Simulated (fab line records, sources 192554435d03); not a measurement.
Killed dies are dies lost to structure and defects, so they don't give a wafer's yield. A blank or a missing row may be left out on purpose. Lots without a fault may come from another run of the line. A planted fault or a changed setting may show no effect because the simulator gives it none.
Chamber matching | flow n5_finfet | N5_BEOL_M8_PECVD_70 on pecvd-04: 3 sister chambers
The step deposits SiO2 from TEOS/O2, target thk 20 nm, time 22.7 s. 24 wafers are shown with their chamber, then 12 later ones without.

WAFERS WITH THEIR CHAMBER
wafer  | chamber | showerhead_plenum_p_Torr (Torr) | throttle_valve_pct (%) | heater_power_w (W)
L074.3 | 2       | 8.72                            | 20.6                   | 690
L074.4 | 1       | 8.70                            | 21.2                   | 637
L074.6 | 0       | 8.92                            | 21.6                   | 670
L075.2 | 1       | 8.69                            | 21.2                   | 674
L075.4 | 0       | 8.87                            | 21.8                   | 775
L075.5 | 2       | 8.70                            | 20.3                   | 683
L080.1 | 1       | 8.68                            | 21.3                   | 734
L080.3 | 0       | 8.89                            | 21.8                   | 765
L080.4 | 0       | 8.89                            | 22.2                   | 776
L087.3 | 0       | 8.90                            | 21.9                   | 780
L087.4 | 0       | 8.89                            | 21.8                   | 803
L087.6 | 1       | 8.70                            | 21.6                   | 661
L084.3 | 2       | 8.71                            | 20.4                   | 653
L084.5 | 0       | 8.89                            | 22.0                   | 801
L084.6 | 1       | 8.71                            | 21.3                   | 715
L085.2 | 2       | 8.71                            | 20.8                   | 706
L085.3 | 0       | 8.89                            | 22.0                   | 710
L085.6 | 1       | 8.69                            | 21.5                   | 668
L088.1 | 1       | 8.69                            | 21.2                   | 661
L088.2 | 0       | 8.88                            | 22.1                   | 815
L088.4 | 0       | 8.87                            | 21.9                   | 808
L089.1 | 2       | 8.70                            | 20.5                   | 693
L089.4 | 2       | 8.72                            | 20.5                   | 717
L089.6 | 0       | 8.90                            | 21.7                   | 828

SIGNATURES (means of the wafers above)
reading                  | chamber 0 | chamber 1 | chamber 2 | scatter within a chamber
showerhead_plenum_p_Torr | 8.8900    | 8.6943    | 8.7100    | 0.0119
throttle_valve_pct       | 21.891    | 21.329    | 20.517    | 0.171
heater_power_w           | 775.55    | 678.57    | 690.33    | 38.8
Rule: a wafer's distance from a chamber is the root of the sum, over the readings, of the square of ((its reading less the chamber's mean) divided by the reading's scatter). The wafer belongs to the nearest chamber; if the next one is less than 2 further off, it can't be placed. The scatter: the root of (the sum of the squares of (reading less its chamber's mean) over the shown wafers, divided by (wafers less chambers)).

WAFERS WITHOUT THEIR CHAMBER
wafer  | showerhead_plenum_p_Torr (Torr) | throttle_valve_pct (%) | heater_power_w (W)
L091.1 | 8.70                            | 21.4                   | 708
L091.2 | 8.74                            | 20.7                   | 735
L091.3 | 8.89                            | 22.1                   | 792
L095.2 | 8.89                            | 22.1                   | 788
L095.4 | 8.88                            | 21.7                   | 779
L095.6 | 8.86                            | 22.0                   | 780
L096.1 | 8.70                            | 20.7                   | 667
L096.2 | 8.89                            | 21.9                   | 753
L096.3 | 8.69                            | 20.8                   | 659
L097.1 | 8.86                            | 21.8                   | 758
L097.2 | 8.69                            | 21.3                   | 694
L097.5 | 8.69                            | 21.5                   | 704

WHICH CHAMBER EACH WENT THROUGH
wafer  | from the rows above     | in truth
L091.1 | 1                       | 1
L091.2 | 2                       | 2
L091.3 | 0                       | 0
L095.2 | 0                       | 0
L095.4 | 0                       | 0
L095.6 | 0                       | 0
L096.1 | 2                       | 2
L096.2 | 0                       | 0
L096.3 | can't be placed: 2 or 1 | 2
L097.1 | 0                       | 0
L097.2 | 1                       | 1
L097.5 | 1                       | 1
Placed correctly: 11 of 12. Can't be placed from these rows: 1 (the true chamber is among the candidates in 1). Placed wrongly: 0.
